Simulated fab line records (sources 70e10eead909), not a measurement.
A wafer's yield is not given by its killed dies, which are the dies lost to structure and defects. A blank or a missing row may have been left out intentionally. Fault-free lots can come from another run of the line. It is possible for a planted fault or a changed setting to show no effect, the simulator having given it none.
fab line records	flow nandHarc	part 2 of 2: steps 5 to 6 of 6
[record] lots = 24	wafers = 72	lastDay = 33
route steps=1302 shown A_STAIRCASE@719
lots that met no fault: taken from a fault-free run of the same line
startH: the number of hours between the record's first day and the start of the first shown wafer of the lot	waitH: how many hours have passed since the lot's step before this one	" same as the row above	L1.1+2: a single row standing in for several wafers	- either no value or no given start	* or withheld: withheld	< > ~ a bound
route shown NAME@n: a module of which the file shows steps, and the number in the route of the first	usual: mean and standard deviation over wafers with no fault	same: alike in all rows	chamber/n: place in a boat	sites: the reading at each site	_std_site: their standard deviation	_edge_site: outer sites' mean less inner sites'	radiusMm: how far each site lies from the wafer's centre	mask NAME#n: copy n	behind: the last tool/chamber to shape the wafer	hold: reason for holding the lot/hours on hold/outcome of the hold	device: transistor that didn't switch, given as n, p or np	end of line: tests of these same wafers at the route's end	where a step has no rows: the recipe by itself	killed: not the wafer's yield, but the dies lost to structure and defects at the first sort	map: the dies of a wafer, with x for killed, . for not killed, _ for no die there
set.NAME: the setting that was run; set.NAME@STEP: the one run at that earlier step	model.NAME: the simulator's own value behind a step, which no gauge read
the route's steps for a sample of lots (tables are steps, rows are wafers)
services: a tool's chamber out of use, with start hour (startH, from the record's first day; less than 0 if before it), hours out, and reason
[[steps]]
[step NHARC_A_STAIRCASE_DESCUM_270]
[recipe] timeS = 3	o2FlowSccm = 200	arFlowSccm = 0	biasPowerW = 0	chemistry = O2
[usual] drypumpMotorCurrentA = 5.8/0.46	mfcArSccm = 0.003/0.0074	oesProductAu = 0.998/0.01	rfVppV = 57.8/0.94	showerheadPlenumPTorr = 1.93/0.099	throttleValvePct = 11.311/0.0084
lot.wafer	tool	chamber	startH	waitH	drypumpMotorCurrentA	mfcArSccm	oesProductAu	rfHoursCounterH	rfVppV	showerheadPlenumPTorr	throttleValvePct
L074.4	rieDiel-11	0	367.84	-	5.4	0	1.004	26	58.1	2.04	11.306
L074.2	"	1	"	"	5.4	0.008	1.009	27	55.7	1.97	11.308
L074.6	"	1	"	"	5.4	0.008	1.008	-	57.3	1.97	11.316
L076.3	rieDiel-11	0	379.53	-	5.4	0	1.011	33	58.5	2.03	11.309
L076.2	"	2	"	"	6.0	0	1.008	35	57.1	1.77	11.310
L076.5	"	1	"	"	5.4	0.008	1.015	-	58.1	1.96	11.312
L075.2	rieDiel-11	3	379.58	-	6.3	0	0.991	33	58.4	1.82	11.306
L075.4	"	0	"	"	5.3	0	1.012	33	56.9	2.03	11.311
L075.6	"	0	"	"	5.3	0	1.002	-	58.3	2.03	11.303
L077.3	rieDiel-11	0	401.53	-	5.4	0	1.001	38	59.1	2.03	11.310
L077.1	"	2	"	"	6.1	0	1.002	44	57.3	1.76	11.311
L077.4	"	3	"	"	6.2	0	0.992	40	55.6	1.82	11.305
L079.2	rieDiel-02	1	414.55	-	5.3	0	1.007	3	57.7	2.03	11.303
L079.5	"	0	"	"	6.0	0	0.980	-	57.1	1.80	11.302
L079.6	"	1	"	"	5.3	0	0.992	-	58.0	2.03	11.311
L078.1	rieDiel-11	1	414.88	-	5.4	0.008	0.994	45	57.5	1.96	11.312
L078.6	"	2	"	"	6.0	0	1.002	-	57.6	1.76	11.318
L078.5	"	3	"	"	6.3	0	0.995	-	57.1	1.81	11.312
L081.3	rieDiel-02	3	440.27	-	5.3	0	0.998	17	57.6	1.90	11.307
L081.1	"	0	"	"	6.0	0	0.980	15	57.2	1.80	11.319
L081.6	"	0	"	"	6.0	0	0.978	-	58.4	1.80	11.308
L080.3	rieDiel-10	2	441.71	-	5.1	0	0.995	4	57.9	2.08	11.312
L080.1	"	3	"	"	6.8	0.036	1.002	2	57.5	1.99	11.308
L080.2	"	0	"	"	5.5	0.016	0.993	2	57.5	1.98	11.317
L082.2	rieDiel-10	0	461.80	-	5.5	0.016	0.997	10	58.6	1.97	11.305
L082.4	"	1	"	"	6.5	0	1.000	9	57.7	1.83	11.314
L082.6	"	0	"	"	5.5	0.016	0.978	-	58.1	1.97	11.321
L083.2	rieDiel-11	1	462.07	-	5.4	0.008	1.019	5	57.3	1.96	11.296
L083.4	"	2	"	"	6.1	0	1.009	5	59.1	2.08	11.298
L083.5	"	3	"	"	6.3	0	1.006	-	56.2	1.81	11.302
L084.1	rieDiel-02	1	471.75	-	5.3	0	1.005	26	57.9	2.03	11.308
L084.3	"	2	"	"	6.2	0	0.992	26	58.0	1.97	11.311
L084.6	"	1	"	"	5.4	0	1.001	-	58.8	2.03	11.319
L085.1	rieDiel-02	3	473.81	-	5.3	0	1.009	25	56.7	1.89	11.316
L085.2	"	0	"	"	6.0	0	0.969	28	57.0	1.79	11.319
L085.6	"	2	"	"	6.2	0	0.994	-	57.0	1.97	11.318
L086.4	rieDiel-02	3	489.10	-	5.3	0	1.017	28	57.5	1.89	11.319
L086.5	"	0	"	"	6.0	0	0.981	-	57.6	1.79	11.321
L086.6	"	1	"	"	5.3	0	1.006	-	59.7	2.02	11.299
L088.3	rieDiel-11	3	512.18	-	6.2	0	1.003	16	57.6	1.81	11.311
L088.1	"	0	"	"	5.4	0	0.992	16	56.0	2.02	11.310
L088.5	"	0	"	"	5.3	0	0.997	-	58.0	2.02	11.313
L087.3	rieDiel-02	0	521.61	-	6.0	0	0.998	42	57.4	1.79	11.304
L087.6	"	0	"	"	6.0	0	0.989	-	57.6	1.79	11.306
L087.5	"	1	"	"	5.3	0	1.007	-	59.5	2.02	11.324
L090.4	rieDiel-02	3	527.10	-	5.3	0	0.999	44	56.8	1.89	11.318
L090.1	"	2	"	"	6.2	0	0.975	47	56.4	1.96	11.332
L090.6	"	3	"	"	5.3	0	1.000	-	56.1	1.89	11.313
L089.2	rieDiel-11	1	529.34	-	5.4	0.008	1.001	24	59.4	1.95	11.310
L089.4	"	2	"	"	6.1	0	1.006	25	58.8	2.07	11.318
L089.6	"	3	"	"	6.2	0	0.999	-	56.4	1.80	11.303
L091.2	rieDiel-11	0	542.08	-	5.4	0	0.990	28	58.0	2.02	11.311
L091.6	"	3	"	"	6.2	0	1.000	-	59.0	1.80	11.308
L091.5	"	0	"	"	5.4	0	0.997	-	58.8	2.02	11.315
L092.1	rieDiel-02	2	547.56	-	6.2	0	0.981	55	59.2	1.96	11.313
L092.3	"	0	"	"	6.0	0	0.977	50	57.4	1.79	11.315
L092.5	"	2	"	"	6.2	0	0.992	-	57.4	1.96	11.319
L093.3	rieDiel-11	1	558.62	-	5.4	0.008	0.989	32	58.2	1.95	11.308
L093.4	"	2	"	"	6.1	0	1.000	29	59.1	2.07	11.318
L093.5	"	0	"	"	5.3	0	0.984	-	57.0	2.02	11.314
L094.3	rieDiel-11	3	575.03	-	6.3	0	0.994	38	57.9	1.80	11.322
L094.5	"	3	"	"	6.3	0	1.004	-	57.7	1.80	11.341
L094.6	"	0	"	"	5.3	0	0.993	-	57.0	2.02	11.317
L095.2	rieDiel-10	0	575.60	-	5.4	0.016	0.998	51	57.9	1.96	11.310
L095.1	"	2	"	"	5.1	0	1.001	54	59.8	2.06	11.304
L095.6	"	3	"	"	6.7	0.036	1.015	-	57.8	1.97	11.309
L097.4	rieDiel-11	0	592.54	-	5.4	0	0.996	44	57.5	2.01	11.320
L097.3	"	3	"	"	6.2	0	1.003	42	57.4	1.80	11.300
L097.6	"	0	"	"	5.3	0	0.988	-	58.1	2.01	11.308
L096.2	rieDiel-02	0	593.36	-	6.0	0	1.000	3	56.2	1.78	11.319
L096.5	"	0	"	"	6.0	0	0.997	-	56.8	1.78	11.331
L096.6	"	1	"	"	5.3	0	0.995	-	57.9	2.01	11.305
[step NHARC_A_STAIRCASE_HM_OPEN_457]
[recipe] o2FlowSccm = 400	cosFlowSccm = 20	arFlowSccm = 0	rfW = 500	biasW = 300	chemistry = O2/COS
[usual] drypumpMotorCurrentA = 5.8/0.45	mfcArSccm = 0.003/0.0069	oesProductAu = 1.000/0.01	rfFwdPowerW = 499.3/1.3	rfVppV = 468/3.3	showerheadPlenumPTorr = 3.14/0.15	throttleValvePct = 28.330/0.0083
lot.wafer	tool	chamber	startH	waitH	drypumpMotorCurrentA	mfcArSccm	oesProductAu	rfFwdPowerW	rfHoursCounterH	rfVppV	showerheadPlenumPTorr	throttleValvePct
L074.4	rieDiel-11	2	-	-	6.1	0	1.009	499.7	30	462	2.90	28.342
L074.2	"	1	"	"	5.4	0.008	1.000	499.4	27	468	3.20	28.335
L074.6	"	2	"	"	6.1	0	1.023	498.1	-	463	2.90	28.325
L076.3	rieDiel-11	1	-	-	5.4	0.008	1.004	499.6	34	469	3.20	28.327
L076.2	"	2	"	"	6.1	0	1.006	500.0	35	463	2.90	28.333
L076.5	"	0	"	"	5.4	0	1.000	500.0	-	471	3.31	28.334
L075.4	rieDiel-11	1	-	-	5.4	0.008	1.008	497.1	34	469	3.20	28.317
L075.2	"	3	"	"	6.2	0	0.992	499.6	33	465	2.97	28.332
L075.6	"	1	"	"	5.4	0.008	1.013	498.3	-	469	3.20	28.325
L077.1	rieDiel-11	0	-	-	5.3	0	0.998	497.7	39	471	3.30	28.328
L077.4	"	1	"	"	5.4	0.008	1.001	498.4	42	468	3.20	28.330
L077.3	"	3	"	"	6.3	0	0.987	500.1	41	465	2.97	28.335
L079.2	rieDiel-02	3	-	-	5.3	0	0.994	500.0	3	467	3.10	28.317
L079.5	"	3	"	"	5.3	0	1.002	498.8	-	466	3.10	28.333
L079.6	"	0	"	"	6.0	0	0.974	498.9	-	465	2.95	28.334
L078.1	rieDiel-11	3	-	-	6.2	0	0.998	497.7	43	463	2.97	28.335
L078.5	"	1	"	"	5.4	0.008	1.018	501.8	-	469	3.19	28.317
L078.6	"	2	"	"	6.1	0	1.009	500.0	-	462	2.89	28.330
L081.3	rieDiel-02	0	-	-	6.0	0	0.975	499.1	15	462	2.94	28.328
L081.1	"	1	"	"	5.4	0	0.996	501.0	12	469	3.30	28.320
L081.6	"	1	"	"	5.3	0	1.001	496.4	-	471	3.30	28.323
L080.2	rieDiel-10	3	-	-	6.8	0.036	1.004	501.2	2	470	3.24	28.334
L080.1	"	1	"	"	6.5	0	0.993	498.2	4	465	2.99	28.342
L080.3	"	2	"	"	5.1	0	1.004	497.6	4	472	3.37	28.326
L082.4	rieDiel-10	1	-	-	6.5	0	0.988	500.7	9	464	2.99	28.338
L082.2	"	0	"	"	5.5	0.016	0.993	498.1	10	468	3.22	28.317
L082.6	"	2	"	"	5.2	0	1.003	499.8	-	473	3.37	28.329
L083.2	rieDiel-11	1	-	-	5.4	0.008	1.015	497.9	5	470	3.19	28.318
L083.4	"	3	"	"	6.2	0	1.007	501.6	5	465	2.96	28.312
L083.5	"	1	"	"	5.4	0.008	1.025	497.6	-	468	3.19	28.324
L084.3	rieDiel-02	0	-	-	6.0	0	0.973	499.3	26	463	2.94	28.344
L084.1	"	1	"	"	5.3	0	1.002	496.4	26	472	3.29	28.342
L084.6	"	3	"	"	5.3	0	1.009	497.8	-	468	3.09	28.324
L085.1	rieDiel-02	3	-	-	5.3	0	1.012	498.5	26	467	3.09	28.340
L085.2	"	1	"	"	5.4	0	1.003	496.4	27	473	3.29	28.318
L085.6	"	0	"	"	6.0	0	0.979	500.4	-	463	2.93	28.332
L086.4	rieDiel-02	2	-	-	6.3	0	1.006	497.2	29	468	3.21	28.314
L086.6	"	2	"	"	6.3	0	0.991	496.4	-	470	3.21	28.323
L086.5	"	3	"	"	5.3	0	1.006	500.6	-	467	3.09	28.329
L088.3	rieDiel-11	3	-	-	6.3	0	0.991	496.6	16	463	2.96	28.329
L088.1	"	2	"	"	6.0	0	0.991	498.1	17	471	3.36	28.332
L088.5	"	3	"	"	6.3	0	1.010	498.2	-	463	2.96	28.328
L087.3	rieDiel-02	1	-	-	5.4	0	1.007	498.1	43	470	3.29	28.331
L087.5	"	1	"	"	5.4	0	1.010	498.8	-	471	3.29	28.334
L087.6	"	2	"	"	6.2	0	0.999	497.9	-	469	3.20	28.340
L090.4	rieDiel-02	0	-	-	6.0	0	0.991	499.8	44	463	2.93	28.321
L090.1	"	1	"	"	5.3	0	1.003	499.4	46	471	3.28	28.327
L090.6	"	3	"	"	5.3	0	1.011	499.1	-	468	3.08	28.320
L089.2	rieDiel-11	3	-	-	6.2	0	1.002	499.7	24	464	2.95	28.333
L089.4	"	0	"	"	5.4	0	1.005	501.1	22	470	3.29	28.328
L089.6	"	0	"	"	5.4	0	1.003	500.9	-	472	3.29	28.335
L091.2	rieDiel-11	0	-	-	5.4	0	1.001	499.3	28	472	3.28	28.325
L091.5	"	1	"	"	5.4	0.008	1.001	498.3	-	469	3.18	28.336
L091.6	"	0	"	"	5.4	0	1.004	500.8	-	471	3.28	28.333
L092.3	rieDiel-02	1	-	-	5.3	0	1.003	499.3	53	470	3.28	28.344
L092.1	"	3	"	"	5.3	0	0.995	499.3	51	467	3.08	28.331
L092.5	"	1	"	"	5.3	0	1.000	500.8	-	470	3.28	28.329
L093.3	rieDiel-11	1	-	-	5.4	0.008	0.998	499.0	32	468	3.17	28.326
L093.4	"	3	"	"	6.3	0	1.016	500.4	33	464	2.95	28.339
L093.5	"	1	"	"	5.4	0.008	0.997	499.2	-	466	3.17	28.337
L094.3	rieDiel-11	0	-	-	5.4	0	0.993	499.6	38	471	3.28	28.324
L094.6	"	1	"	"	5.4	0.008	1.014	498.4	-	468	3.17	28.314
L094.5	"	2	"	"	6.1	0	1.009	499.2	-	473	3.35	28.331
L095.1	rieDiel-10	1	-	-	6.5	0	1.000	498.7	53	463	2.97	28.337
L095.2	"	2	"	"	5.1	0	1.001	500.3	54	472	3.34	28.336
L095.6	"	0	"	"	5.5	0.016	0.994	499.9	-	469	3.19	28.331
L097.3	rieDiel-11	3	-	-	6.3	0	1.006	498.2	42	463	2.95	28.319
L097.4	"	2	"	"	6.1	0	0.996	500.4	38	472	3.35	28.338
L097.6	"	3	"	"	6.3	0	0.992	499.8	-	462	2.95	28.331
L096.2	rieDiel-02	3	-	-	5.3	0	0.984	500.6	3	465	3.08	28.323
L096.5	"	2	"	"	6.3	0	0.984	501.7	-	468	3.19	28.327
L096.6	"	3	"	"	5.3	0	1.000	500.8	-	466	3.07	28.335
[[services]]
tool	chamber	startH	hours	kind
rieDiel-11	0	341.23	-	clean
rieDiel-11	1	341.23	-	clean
rieDiel-11	2	341.23	-	clean
rieDiel-11	3	341.23	-	clean
plasmaAsher-01	-	342.00	9.0	pm
aclDep-01	-	368.37	13.0	pm
rieDiel-10	1	384.00	18.2	repair
rieDiel-02	-	394.10	9.0	pm
aclDep-02	-	407.23	1.4	repair
rieDiel-10	-	421.83	9.0	pm
plasmaAsher-01	-	422.72	1.0	repair
aclDep-02	-	424.15	13.0	pm
plasmaAsher-02	-	426.23	9.0	pm
aclDep-03	-	428.14	0.9	repair
rieDiel-10	1	444.88	5.8	repair
plasmaAsher-02	-	452.03	14.8	repair
aclDep-03	-	484.72	13.0	pm
rieDiel-11	2	494.38	2.8	repair
plasmaAsher-02	-	501.49	0.6	repair
plasmaAsher-01	-	519.00	9.0	pm
rieDiel-11	2	531.46	11.6	repair
plasmaAsher-02	-	535.60	8.6	repair
aclDep-01	-	553.13	13.0	pm
rieDiel-10	3	562.48	11.0	repair
